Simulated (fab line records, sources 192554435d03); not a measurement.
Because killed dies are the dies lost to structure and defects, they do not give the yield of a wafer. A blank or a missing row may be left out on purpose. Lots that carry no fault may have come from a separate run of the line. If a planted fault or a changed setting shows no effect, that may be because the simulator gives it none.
Split-lot study :: flow n5-finfet :: 7 lots, 21 wafers read, on a route of 1938 steps

ON THE SPLIT
At N5_BEOL_M8_TRENCH_ETCH_37 (etches SiCOH lowk in C4F6/O2, target depth 93.478 nm, time 31.2 s), the setting bias-w was moved away from the recipe's 185 W on 6 of the 21 wafers read, by -14.2% to +11.2%. The other wafers ran this setting at the recipe's value.

FROM THE SPLIT TO THE READING: what the file shows between them, 2 steps
- N5_BEOL_M8_ETCH_41: etches SiCN in CH3F/O2, target depth 31.9 nm, time 57.8 s
- N5_BEOL_M8_STRIP_80: strips in N2/H2, time 10 s

THE READING
trench-depth-nm, in nm, at N5_BEOL_M8_OCD_MEAS_38. A value of 92.3 nm with a standard deviation of 1.2 nm is what fault-free wafers of this fab line usually give.

wafer: L075.3
tool, chamber at the split: rie-diel-05, 3
bias-w as run, W: 205.7
against the recipe: +11.2%
trench-depth-nm, nm: 96.1
against lot-mates on the recipe: +3.6

wafer: L075.4
tool, chamber at the split: rie-diel-05, 2
bias-w as run, W: 185
against the recipe: recipe
trench-depth-nm, nm: 92.5
against lot-mates on the recipe: -

wafer: L075.6
tool, chamber at the split: rie-diel-05, 3
bias-w as run, W: 205.7
against the recipe: +11.2%
trench-depth-nm, nm: 95.0
against lot-mates on the recipe: +2.5

wafer: L078.3
tool, chamber at the split: rie-diel-02, 3
bias-w as run, W: 185
against the recipe: recipe
trench-depth-nm, nm: 92.9
against lot-mates on the recipe: -

wafer: L078.4
tool, chamber at the split: rie-diel-02, 1
bias-w as run, W: 185
against the recipe: recipe
trench-depth-nm, nm: 93.2
against lot-mates on the recipe: -

wafer: L078.6
tool, chamber at the split: rie-diel-02, 3
bias-w as run, W: 185
against the recipe: recipe
trench-depth-nm, nm: 93.8
against lot-mates on the recipe: -

wafer: L079.3
tool, chamber at the split: rie-diel-04, 3
bias-w as run, W: 185
against the recipe: recipe
trench-depth-nm, nm: 91.7
against lot-mates on the recipe: -

wafer: L079.4
tool, chamber at the split: rie-diel-04, 1
bias-w as run, W: 158.7
against the recipe: -14.2%
trench-depth-nm, nm: 88.3
against lot-mates on the recipe: -3.4

wafer: L079.6
tool, chamber at the split: rie-diel-04, 1
bias-w as run, W: 158.7
against the recipe: -14.2%
trench-depth-nm, nm: 88.2
against lot-mates on the recipe: -3.5

wafer: L080.1
tool, chamber at the split: rie-diel-02, 1
bias-w as run, W: 185
against the recipe: recipe
trench-depth-nm, nm: 93.7
against lot-mates on the recipe: -

wafer: L080.2
tool, chamber at the split: rie-diel-02, 0
bias-w as run, W: 185
against the recipe: recipe
trench-depth-nm, nm: 92.7
against lot-mates on the recipe: -

wafer: L080.4
tool, chamber at the split: rie-diel-02, 2
bias-w as run, W: 185
against the recipe: recipe
trench-depth-nm, nm: 92.1
against lot-mates on the recipe: -

wafer: L086.2
tool, chamber at the split: rie-diel-04, 2
bias-w as run, W: 185
against the recipe: recipe
trench-depth-nm, nm: 92.6
against lot-mates on the recipe: -

wafer: L086.3
tool, chamber at the split: rie-diel-04, 1
bias-w as run, W: 185
against the recipe: recipe
trench-depth-nm, nm: 91.3
against lot-mates on the recipe: -

wafer: L086.5
tool, chamber at the split: rie-diel-04, 3
bias-w as run, W: 185
against the recipe: recipe
trench-depth-nm, nm: 91.2
against lot-mates on the recipe: -

wafer: L090.1
tool, chamber at the split: rie-diel-02, 2
bias-w as run, W: 185
against the recipe: recipe
trench-depth-nm, nm: 92.8
against lot-mates on the recipe: -

wafer: L090.4
tool, chamber at the split: rie-diel-02, 0
bias-w as run, W: 185
against the recipe: recipe
trench-depth-nm, nm: 92.0
against lot-mates on the recipe: -

wafer: L090.6
tool, chamber at the split: rie-diel-02, 1
bias-w as run, W: 170.2
against the recipe: -8.0%
trench-depth-nm, nm: 90.8
against lot-mates on the recipe: -1.6

wafer: L093.1
tool, chamber at the split: rie-diel-05, 0
bias-w as run, W: 185
against the recipe: recipe
trench-depth-nm, nm: 92.9
against lot-mates on the recipe: -

wafer: L093.2
tool, chamber at the split: rie-diel-05, 3
bias-w as run, W: 198.1
against the recipe: +7.1%
trench-depth-nm, nm: 93.2
against lot-mates on the recipe: +0.9

wafer: L093.6
tool, chamber at the split: rie-diel-05, 0
bias-w as run, W: 185
against the recipe: recipe
trench-depth-nm, nm: 91.7
against lot-mates on the recipe: -

FIT RESULTS
A straight line over all 21 wafers: trench-depth-nm changes by +0.269 nm for each +1% of bias-w; r = +0.91; the points scatter about the line by 0.77 nm.
The same after taking each lot's own level away (the mean of its wafers on the recipe; 21 wafers): +0.241 nm for each +1%; r = +0.94; scatter 0.54 nm.
Per that fit: largest bias-w move, reading shift of 3.4 nm.
From 91.70 to 93.30 nm: that is the span of the lots' own levels, equal to 1.3 times the standard deviation above.
So the slope is not independent of the lot-to-lot level: the two fits are not the same.
Check: with one of the wafers moved furthest among these (-14.2%) left out of the fit, the line predicts -3.43 nm for it against its lot-mates. It came out at -3.4 nm against them.
Tool readings at the split's step, against how far the setting was moved: rf-vpp-V r = +0.97.

ADDITIONAL SPLITS CARRIED BY THESE WAFERS
These wafers also went through other splits before the reading. Each is held against what the fit with the lots' levels taken away leaves over:
other split on the same wafers: N5_BEOL_M6_ALD_77 co-reactant-pulse-time-s
wafers away from the commonest value: 7
r with trench-depth-nm (lot level and that fit taken away): -0.15

other split on the same wafers: N5_BEOL_M7_COAT_05 spin-rpm
wafers away from the commonest value: 8
r with trench-depth-nm (lot level and that fit taken away): +0.08

other split on the same wafers: N5_BEOL_M7_ETCH_61 source-w
wafers away from the commonest value: 6
r with trench-depth-nm (lot level and that fit taken away): -0.08

other split on the same wafers: N5_BEOL_M8_DESCUM_33 time-s
wafers away from the commonest value: 8
r with trench-depth-nm (lot level and that fit taken away): -0.33

THE WHOLE CHAIN: every reading that the file lists as answering this split, in the file's order
step: N5_BEOL_M8_TRENCH_ETCH_37
what it does: etches SiCOH lowk in C4F6/O2, target depth 93.478 nm, time 31.2 s
reading: rf-vpp-V
change (the file's fit): +6.3 V for each +1% of the setting
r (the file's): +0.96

step: N5_BEOL_M8_TRENCH_ETCH_37
what it does: etches SiCOH lowk in C4F6/O2, target depth 93.478 nm, time 31.2 s
reading: etch.depth-nm (the simulator's own value, which no gauge read)
change (the file's fit): +0.244 nm for each +1% of the setting
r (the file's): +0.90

step: N5_BEOL_M8_TRENCH_ETCH_37
what it does: etches SiCOH lowk in C4F6/O2, target depth 93.478 nm, time 31.2 s
reading: BEOL_M8.feature-depth-nm (the simulator's own value, which no gauge read)
change (the file's fit): +0.253 nm for each +1% of the setting
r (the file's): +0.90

step: N5_BEOL_M8_OCD_MEAS_38
what it does: 
reading: trench-depth-nm
change (the file's fit): +0.233 nm for each +1% of the setting
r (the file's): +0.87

FILE'S OWN FIT
trench-depth-nm changes by +0.233 nm for each +1% of bias-w, r = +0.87.
